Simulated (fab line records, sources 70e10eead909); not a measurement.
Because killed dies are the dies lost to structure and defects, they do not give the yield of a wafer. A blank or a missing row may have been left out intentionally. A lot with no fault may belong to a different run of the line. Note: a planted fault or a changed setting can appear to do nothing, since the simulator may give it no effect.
What tool caused it?    flow nand_harc    Sampling: 14 lots, 42 wafers, 6 of 1159 route steps

WHAT THE GAUGES SHOWED, per wafer
NHARC_A_ZERO_WELL_CD_MEAS_10: the cd target is 2000 nm. Usual: cd_nm at 1999.5 nm, with a standard deviation of 2.3.
lot   measured      on         cd_nm (nm)            flag
L567  day 6 03:07   cd_sem-01  2002.3 1995.5 1997.5  
L568  day 6 12:30   cd_sem-03  2001.3 2000.2 2000.4  
L569  day 7 09:12   cd_sem-01  1998.6 2000.3 2002.6  
L570  day 7 10:43   cd_sem-03  1995.2 1996.4 1999.0  
L572  day 7 11:26   cd_sem-02  2001.4 2002.9 1998.6  
L571  day 7 18:08   cd_sem-03  2001.2 1998.9 2002.0  
L574  day 8 08:10   cd_sem-03  2002.2 1999.0 2000.3  
L573  day 8 08:34   cd_sem-03  2000.9 2001.6 1998.0  
L575  day 8 18:58   cd_sem-02  1996.1 1999.3 2002.0  
L576  day 9 00:49   cd_sem-03  2001.9 1998.9 1997.1  
L578  day 10 12:58  cd_sem-01  2001.7 2004.8 2000.2  
L587  day 11 05:55  cd_sem-01  2000.1 2000.3 1998.9  
L589  day 11 23:34  cd_sem-02  2000.8 2002.6 1997.8  
L590  day 12 09:05  cd_sem-02  1999.7 2001.4 2002.9  

NHARC_A_ONON_D1_THK_MEAS_18: measures by ellipsometry. Usual: thk_nm at 997 nm, with a standard deviation of 9.7.
lot   measured      on             thk_nm (nm)     flag
L567  day 7 23:21   film_metro-01  998 996 998     
L568  day 7 23:21   film_metro-02  1016 1017 1019  
L569  day 8 17:05   film_metro-01  997 996 998     
L570  day 8 17:05   film_metro-01  989 989 989     
L572  day 8 17:05   film_metro-02  997 996 996     
L571  day 9 02:20   film_metro-01  1012 1011 1013  
L574  day 9 18:00   film_metro-01  995 997 997     
L573  day 9 18:00   film_metro-02  1005 1006 1007  
L575  day 10 05:07  film_metro-01  987 986 986     
L576  day 10 09:42  film_metro-02  982 982 984     
L578  day 11 20:09  film_metro-01  991 992 990     
L587  day 12 16:47  film_metro-02  983 983 984     
L589  day 13 07:33  film_metro-02  1015 1017 1013  
L590  day 13 17:49  film_metro-02  1003 1003 1003  

NHARC_A_ONON_D1_THK_MEAS_30: measures by ellipsometry. Usual: thk_nm at 1002 nm, with a standard deviation of 12.
lot   measured      on             thk_nm (nm)     flag
L567  day 8 01:37   film_metro-02  980 981 980     
L568  day 8 01:37   film_metro-01  983 985 984     
L569  day 8 19:31   film_metro-01  1000 999 998    
L570  day 8 19:20   film_metro-01  1016 1012 1012  
L572  day 8 19:21   film_metro-02  1017 1014 1015  
L571  day 9 04:35   film_metro-01  1015 1014 1016  
L574  day 9 20:16   film_metro-02  991 990 991     
L573  day 9 20:18   film_metro-01  1008 1008 1006  
L575  day 10 07:22  film_metro-01  1013 1015 1014  
L576  day 10 11:58  film_metro-02  756 1011 1012   OFF
L578  day 11 23:16  film_metro-01  1004 1003 747   OFF
L587  day 12 19:04  film_metro-02  988 987 989     
L589  day 13 10:22  film_metro-02  1000 999 1000   
L590  day 13 20:06  film_metro-02  999 999 998     

NHARC_A_CHANNEL_HOLE_D1_INSPECT_12. Usual: raw_defect_count at 5, with a standard deviation of 3.1.
lot   measured      on                 raw_defect_count  flag
L567  day 8 05:02   defect_inspect-02  5 1 2             
L568  day 8 04:50   defect_inspect-01  4 3 3             
L569  day 9 02:10   defect_inspect-02  7 2 6             
L570  day 9 01:10   defect_inspect-02  3 5 3             
L572  day 9 01:00   defect_inspect-01  2 5 2             
L571  day 9 09:29   defect_inspect-01  5 5 7             
L574  day 10 00:04  defect_inspect-01  8 14 6            
L573  day 10 00:31  defect_inspect-01  2 7 6             
L575  day 10 11:06  defect_inspect-02  5 3 9             
L576  day 10 15:23  defect_inspect-02  4 6               
L578  day 12 02:38  defect_inspect-01  10 4              
L587  day 12 22:19  defect_inspect-02  2 9 4             
L589  day 13 16:57  defect_inspect-01  9 2 2             
L590  day 14 01:17  defect_inspect-01  8 3 6             

NHARC_END_SORT_01. Usual: killed_at_array 29, standard deviation 10; killed_at_other 0.7, standard deviation 1.1; killed_at_periphery 3.3, standard deviation 2.4; killed_dies 33, standard deviation 11; killed_open 3.3, standard deviation 2; killed_short 1.9, standard deviation 1.3.
lot   measured      on         killed_at_array  killed_at_other  killed_at_periphery  killed_dies  killed_open  killed_short  flag
L576  day 21 18:05  prober-02  677 17 19        0 1 0            0 5 2                677 23 21    8 7 7        3 2 2         OFF
L578  day 23 22:22  prober-01  29 37 671        2 1 1            4 7 5                35 45 677    2 9 2        0 2 1         OFF

TOOL THAT RAN EACH LOT (tool first, then ch and the chambers of the sampled wafers, then the start)
lot   NHARC_A_ONON_D1_DEP_28
L567  pecvd_onon-03 ch 0, day 8 01:07
L568  pecvd_onon-02 ch 0, day 8 01:06
L569  pecvd_onon-01 ch 0, day 8 19:01
L570  pecvd_onon-03 ch 0, day 8 18:50
L572  pecvd_onon-02 ch 0, day 8 18:54
L571  pecvd_onon-02 ch 0, day 9 04:12
L574  pecvd_onon-01 ch 0, day 9 19:52
L573  pecvd_onon-03 ch 0, day 9 19:50
L575  pecvd_onon-01 ch 0, day 10 06:52
L576  pecvd_onon-01 ch 0, day 10 11:27
L578  pecvd_onon-01 ch 0, day 11 22:48
L587  pecvd_onon-03 ch 0, day 12 18:33
L589  pecvd_onon-03 ch 0, day 13 09:50
L590  pecvd_onon-02 ch 0, day 13 19:35
- NHARC_A_ONON_D1_DEP_28: target thk 1000 nm.

AS READ BY THE TOOLS THEMSELVES (means over the sampled wafers that have a number; for cases with no such wafer, the mark the record gives instead)
NHARC_A_ONON_D1_DEP_28. Usual: n2o_flow_sccm at 2001 sccm, with a standard deviation of 6.4.
lot   tool           n2o_flow_sccm (sccm)  flag
L567  pecvd_onon-03  2005                  
L568  pecvd_onon-02  1997                  
L569  pecvd_onon-01  1998                  
L570  pecvd_onon-03  2000                  
L572  pecvd_onon-02  2000                  
L571  pecvd_onon-02  2001                  
L574  pecvd_onon-01  2006                  
L573  pecvd_onon-03  1989                  
L575  pecvd_onon-01  2013                  
L576  pecvd_onon-01  2006                  
L578  pecvd_onon-01  1997                  
L587  pecvd_onon-03  2002                  
L589  pecvd_onon-03  1998                  
L590  pecvd_onon-02  2004                  

THE ANSWER, worked out from the rows above alone
Rule: a lot counts as off when the mean over its wafers that have a number is more than 3 standard deviations away from the usual mean. A lot without any number at a reading at which 4 lots or more have one is off too. The other lots that the step has rows for count as sound. First the gauges in route order, then the tools' own readings, where a lot's mean is used as printed above. At the first step where some lot is off, the reading lying furthest off is the one used; lots without a number count as furthest.
Off: L576, L578 (NHARC_A_ONON_D1_THK_MEAS_30, thk_nm).
A tool fits if, at a process step before that reading, it ran every lot that is off, and no sound lot after the first of them. Not tried: the gauges at NHARC_A_ONON_D1_THK_MEAS_30; whatever is off there is also off at NHARC_END_SORT_01, on other tools, and gauge error can't account for it. One candidate fits, namely pecvd_onon-01 at NHARC_A_ONON_D1_DEP_28. Its last sound lot is L575 (day 10 06:52), its first lot that is off L576 (day 10 11:27): a fault that began between those two fits.

WHAT WAS PUT IN BY THE SIMULATOR
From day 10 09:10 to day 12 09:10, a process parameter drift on pecvd_onon-01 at NHARC_A_ONON_D1_DEP_28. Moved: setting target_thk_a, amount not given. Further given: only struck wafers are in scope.
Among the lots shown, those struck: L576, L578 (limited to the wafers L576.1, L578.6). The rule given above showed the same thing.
